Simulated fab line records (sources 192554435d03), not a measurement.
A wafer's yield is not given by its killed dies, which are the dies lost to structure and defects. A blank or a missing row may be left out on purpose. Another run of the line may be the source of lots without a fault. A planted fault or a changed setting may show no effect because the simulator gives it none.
fab line records	flow n5-finfet
[record] lots = 14	wafers = 40	last-day = 19
route steps=1938 shown BEOL_M7@1331 BEOL_M8@1344
lots that met no fault: from a run of the same line without faults
start-h: the number of hours between the record's first day and the start of the first shown wafer of the lot	wait-h: hours since the lot's step before	" same as the row above	L1.1+2: a row that stands for several wafers	- value missing, or start not given	* or withheld: withheld	< > ~ a bound
route shown NAME@n: a module of which the file shows steps, and the number in the route of the first	usual: mean/standard deviation taken from wafers without a fault	same: alike in all rows	chamber/n: place in a boat	sites: per-site readings	_std_site: the values' standard deviation	_edge_site: outer sites' mean less inner sites'	radius-mm: for every site, how far away it sits from the centre of the wafer	mask NAME#n: copy n	behind: the most recent tool/chamber to have shaped the wafer	hold: why the lot went on hold/how many hours it stayed there/how the hold came to an end	device: names the non-switching transistor (n, p or np)	end of line: the same wafers' tests at the end of the route	a step given without rows: its recipe and nothing more	killed: not the wafer's yield, but the dies lost to structure and defects at the first sort	map: shows each die of a wafer: x if killed, . if not, _ if none is there
set.NAME: the setting as run; set.NAME@STEP: as run at that earlier step	model.NAME: the simulator's own value behind a step, which no gauge read
one table for each step of the route and one row for each wafer, over a sample of lots
services: when a tool's chamber went out of use (start-h, in hours from the record's first day, below 0 if earlier), for how many hours, and the reason
[[steps]]
[step N5_BEOL_M7_INSPECT_58]
[recipe] inspect-instrument = darkfield	mode = post-dep
[usual] raw-defect-count = 67/22
lot.wafer	tool	chamber	start-h	wait-h	raw-defect-count
L271.1	defect-inspect-02	-	218.83	0.0	59
L271.2	"	-	"	"	71
L271.6	"	-	"	"	65
L270.2	defect-inspect-02	-	219.00	0.0	47
L270.3	"	-	"	"	66
L270.5	"	-	"	"	56
L273.1	defect-inspect-02	-	242.39	0.0	77
L273.5	"	-	"	"	88
L277.1	defect-inspect-01	-	271.24	0.0	66
L277.3	"	-	"	"	63
L277.6	"	-	"	"	34
L278.2	defect-inspect-02	-	272.15	0.0	69
L278.4	"	-	"	"	69
L278.5	"	-	"	"	49
L282.1	defect-inspect-01	-	308.03	0.0	57
L282.2	"	-	"	"	126
L282.4	"	-	"	"	79
L281.1	defect-inspect-01	-	308.16	0.0	60
L281.4	"	-	"	"	45
L287.1	defect-inspect-02	-	334.04	0.0	77
L287.2	"	-	"	"	121
L287.4	"	-	"	"	114
L286.4	defect-inspect-01	-	334.46	0.0	44
L286.5	"	-	"	"	41
L286.6	"	-	"	"	55
L288.4	defect-inspect-01	-	343.77	0.0	54
L288.5	"	-	"	"	51
L288.6	"	-	"	"	43
L291.1	defect-inspect-02	-	344.40	0.0	35
L291.3	"	-	"	"	49
L291.5	"	-	"	"	84
L290.1	defect-inspect-02	-	345.46	0.0	59
L290.2	"	-	"	"	64
L290.3	"	-	"	"	89
L292.1	defect-inspect-01	-	371.37	0.0	74
L292.5	"	-	"	"	101
L292.6	"	-	"	"	61
L293.1	defect-inspect-02	-	386.40	0.0	72
L293.3	"	-	"	"	59
L293.5	"	-	"	"	40
[step N5_BEOL_M8_DEVELOP_10]
[recipe] develop-time-s = 30	developer = TMAH	resist = CAR-ArF	rinse-liquid = diw	dry = air-spin	dev-temp-c = 23
[usual] chill-plate-temp-C = 22.99/0.11	develop-time-s = 30/0	developer-temp-C = 23.00/0.12
lot.wafer	tool	chamber	start-h	wait-h	chill-plate-temp-C	develop-time-s	developer-temp-C
L271.1	litho-track-04	0	219.92	-	22.80	30	22.96
L271.2	"	0	"	"	23.00	30	23.00
L271.6	"	0	"	"	23.02	30	23.02
L270.2	litho-track-02	0	220.15	-	22.88	30	23.14
L270.3	"	0	"	"	22.78	30	23.00
L270.5	"	0	"	"	22.60	30	22.90
L273.1	litho-track-02	0	243.84	-	23.04	30	23.20
L273.5	"	0	"	"	23.16	30	22.83
L277.1	litho-track-04	0	274.33	-	22.98	30	22.98
L277.3	"	0	"	"	23.13	30	22.98
L277.6	"	0	"	"	23.00	30	23.06
L278.2	litho-track-03	0	275.45	-	23.15	30	23.13
L278.4	"	0	"	"	23.03	30	23.19
L278.5	"	0	"	"	22.93	30	23.00
L282.1	litho-track-02	0	313.74	-	22.87	30	23.05
L282.2	"	0	"	"	22.84	30	22.88
L282.4	"	0	"	"	22.90	30	22.91
L281.1	litho-track-02	0	313.90	-	23.21	30	22.99
L281.4	"	0	"	"	22.89	30	23.03
L286.4	litho-track-04	0	336.40	-	23.00	30	23.13
L286.5	"	0	"	"	22.96	30	22.98
L286.6	"	0	"	"	22.96	30	22.91
L287.1	litho-track-04	-	336.57	-	-	-	-
L287.2	"	-	"	"	-	-	-
L287.4	"	-	"	"	-	-	-
L288.4	litho-track-04	-	346.20	-	-	-	-
L288.5	"	-	"	"	-	-	-
L288.6	"	-	"	"	-	-	-
L291.1	litho-track-04	0	346.36	-	23.19	30	23.13
L291.3	"	0	"	"	22.98	30	23.00
L291.5	"	0	"	"	23.12	30	23.04
L290.1	litho-track-03	0	347.22	-	22.91	30	23.11
L290.2	"	0	"	"	22.97	30	22.95
L290.3	"	0	"	"	22.93	30	23.07
L292.1	litho-track-03	0	373.15	-	22.95	30	22.99
L292.5	"	0	"	"	23.07	30	23.08
L292.6	"	0	"	"	22.89	30	23.03
L293.1	litho-track-03	0	390.91	-	23.09	30	23.08
L293.3	"	0	"	"	23.12	30	22.97
L293.5	"	0	"	"	22.91	30	22.99
[step N5_BEOL_M8_CD_MEAS_11]
[recipe] target-cd-nm = 38.5	landing-energy-ev = 500	detector = se-inlens	polarity = opening
[usual] cd-nm = 38.7/0.44
[same] landing-energy-ev = 500
lot.wafer	tool	chamber	start-h	wait-h	cd-nm
L271.1	cd-sem-03	0	219.97	-	37.9
L271.2	"	0	"	"	38.5
L271.6	"	0	"	"	39.3
L270.2	cd-sem-03	0	220.21	-	39.0
L270.3	"	0	"	"	38.9
L270.5	"	0	"	"	38.5
L273.1	cd-sem-02	0	243.90	-	39.9
L273.5	"	0	"	"	39.1
L277.1	cd-sem-02	0	274.39	-	39.2
L277.3	"	0	"	"	38.9
L277.6	"	0	"	"	38.8
L278.2	cd-sem-02	0	275.51	-	39.6
L278.4	"	0	"	"	38.5
L278.5	"	0	"	"	38.2
L282.1	cd-sem-02	0	313.80	-	39.0
L282.2	"	0	"	"	38.5
L282.4	"	0	"	"	37.8
L281.1	cd-sem-02	0	313.96	-	38.4
L281.4	"	0	"	"	38.9
L286.4	cd-sem-01	0	336.46	-	39.1
L286.5	"	0	"	"	38.1
L286.6	"	0	"	"	39.2
L287.1	cd-sem-03	0	336.62	-	-
L287.2	"	0	"	"	-
L287.4	"	0	"	"	-
L288.4	cd-sem-02	0	346.26	-	-
L288.5	"	0	"	"	-
L288.6	"	0	"	"	-
L291.1	cd-sem-01	0	346.42	-	37.6
L291.3	"	0	"	"	38.2
L291.5	"	0	"	"	38.9
L290.1	cd-sem-01	0	347.28	-	38.8
L290.2	"	0	"	"	38.8
L290.3	"	0	"	"	38.2
L292.1	cd-sem-02	0	373.21	-	38.8
L292.5	"	0	"	"	38.4
L292.6	"	0	"	"	38.7
L293.1	cd-sem-03	0	390.96	-	38.9
L293.3	"	0	"	"	38.9
L293.5	"	0	"	"	39.0
[step N5_BEOL_M8_DESCUM_16]
[recipe] chemistry = O2	time-s = 7.9	source-power-w = 50	bias-power-w = 20	pressure-mtorr = 20	rf-frequency-hz = 2.712e+07	temp-c = 40	resist = CAR-ArF	o2-flow-sccm = 225
[usual] drypump-motor-current-A = 5.6/0.42	oes-product-au = 0.81/0.061	rf-vpp-V = 243.4/1.5	showerhead-plenum-p-Torr = 2.11/0.088	throttle-valve-pct = 20.46/0.17
lot.wafer	tool	chamber	start-h	wait-h	drypump-motor-current-A	oes-product-au	rf-hours-counter-h	rf-vpp-V	showerhead-plenum-p-Torr	throttle-valve-pct
L271.1	rie-diel-04	2	220.59	0.6	5.4	0.79	107	242.9	2.10	20.11
L271.2	"	1	"	"	6.5	0.85	64	242.8	2.03	20.67
L271.6	"	0	"	"	5.1	0.95	-	243.4	2.07	20.51
L270.2	rie-diel-03	0	221.12	0.9	5.4	0.76	144	241.6	2.03	20.60
L270.3	"	1	"	"	5.3	0.88	48	245.5	2.24	20.22
L270.5	"	2	"	"	5.6	0.75	-	243.1	2.01	20.53
L273.1	rie-diel-03	1	243.98	0.0	5.3	0.87	55	243.7	2.24	20.25
L273.5	"	2	"	"	5.6	0.73	-	243.0	2.00	20.54
L277.1	rie-diel-04	1	274.48	0.0	6.5	0.83	80	241.5	2.03	20.69
L277.3	"	2	"	"	5.4	0.79	123	244.0	2.10	20.13
L277.6	"	0	"	"	5.1	0.90	-	242.2	2.07	20.54
L278.2	rie-diel-03	3	275.62	0.1	5.5	0.77	119	244.3	2.19	20.26
L278.4	"	0	"	"	5.3	0.74	161	241.7	2.02	20.60
L278.5	"	1	"	"	5.3	0.85	-	245.2	2.24	20.25
L282.1	rie-diel-01	0	314.33	0.5	5.5	0.83	62	241.9	2.03	20.35
L282.2	"	1	"	"	5.3	0.85	47	244.6	2.13	20.29
L282.4	"	2	"	"	5.9	0.89	29	245.4	2.21	20.35
L281.1	rie-diel-04	3	314.34	0.3	5.9	0.86	52	246.0	2.21	20.44
L281.4	"	0	"	"	5.1	0.86	31	243.3	2.06	20.55
L286.4	rie-diel-04	1	336.57	0.0	6.5	0.82	-	241.7	2.02	20.72
L286.5	"	0	"	"	5.1	0.85	-	242.5	2.06	20.56
L286.6	"	3	"	"	5.8	0.85	-	243.9	2.21	20.45
L287.1	rie-diel-04	1	336.80	0.1	6.5	0.81	100	242.9	2.02	20.72
L287.2	"	0	"	"	5.1	0.84	39	241.8	2.06	20.57
L287.4	"	3	"	"	5.8	0.84	-	247.6	2.21	20.47
L288.4	rie-diel-04	2	346.34	0.0	5.4	0.77	139	243.0	2.09	20.17
L288.5	"	0	"	"	5.1	0.84	-	243.3	2.06	20.57
L288.6	"	3	"	"	5.9	0.84	-	244.7	2.20	20.47
L291.1	rie-diel-04	0	346.64	0.2	5.1	0.84	42	242.0	2.06	20.59
L291.3	"	2	"	"	5.4	0.77	139	242.6	2.09	20.17
L291.5	"	3	"	"	5.8	0.85	-	246.0	2.20	20.48
L290.1	rie-diel-04	2	347.36	0.0	5.4	0.77	139	243.0	2.09	20.17
L290.2	"	0	"	"	5.1	0.85	43	243.4	2.06	20.57
L290.3	"	3	"	"	5.9	0.84	65	246.5	2.20	20.48
L292.1	rie-diel-03	1	373.29	0.0	5.3	0.81	100	244.9	2.23	20.31
L292.5	"	0	"	"	5.3	0.71	-	241.2	2.01	20.67
L292.6	"	3	"	"	5.5	0.75	-	244.0	2.18	20.31
L293.1	rie-diel-03	1	391.05	0.0	5.3	0.80	108	245.2	2.22	20.33
L293.3	"	3	"	"	5.5	0.74	156	244.9	2.17	20.31
L293.5	"	1	"	"	5.3	0.81	-	246.4	2.22	20.31
[[services]]
tool	chamber	start-h	hours	kind
rie-diel-01	2	208.41	-	clean
rie-diel-01	2	208.41	-	consumable-replace:focus-ring
rie-diel-01	2	208.41	-	consumable-replace:showerhead
rie-diel-01	2	208.41	16.5	scheduled-down
rie-diel-01	2	208.41	16.5	vent-cycle
rie-diel-01	2	246.55	8.5	repair
litho-track-04	-	263.68	-	consumable-replace:filter
rie-diel-01	1	287.24	4.2	repair
rie-diel-03	3	307.29	5.7	repair
rie-diel-04	2	323.48	19.8	repair
rie-diel-03	1	365.16	4.2	repair
rie-diel-01	-	366.85	0.9	repair
rie-diel-03	2	375.72	4.9	repair
rie-diel-04	-	381.01	2.8	pm
[[key]]
[first-sign] step = N5_BEOL_M8_DEVELOP_10	reading = tool-record	direction = missing
effect none on later readings
met-at N5_BEOL_M8_DEVELOP_10
struck-lots L287,L288
later-rows-left-out L287.1,L287.2,L287.4,L288.4,L288.5,L288.6
sort-left-out L287.1,L287.2,L287.4,L288.4,L288.5,L288.6
not-acting-at N5_BEOL_M7_INSPECT_58,N5_BEOL_M8_CD_MEAS_11,N5_BEOL_M8_DESCUM_16
onset-between 336.40 336.57
[fault] kind = skipped-step-whole	tool = litho-track-04	chamber = -	onset-h = 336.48	steps = N5_BEOL_M8_DEVELOP_10	scope = struck-lots-only
// sort-left-out: the simulated sort isn't trusted on such a fault, so these wafers' sort isn't shown, and their yield isn't known
// later-rows-left-out: the simulator's readings of these wafers behind a module that went badly wrong aren't trusted and aren't shown, but for the sort
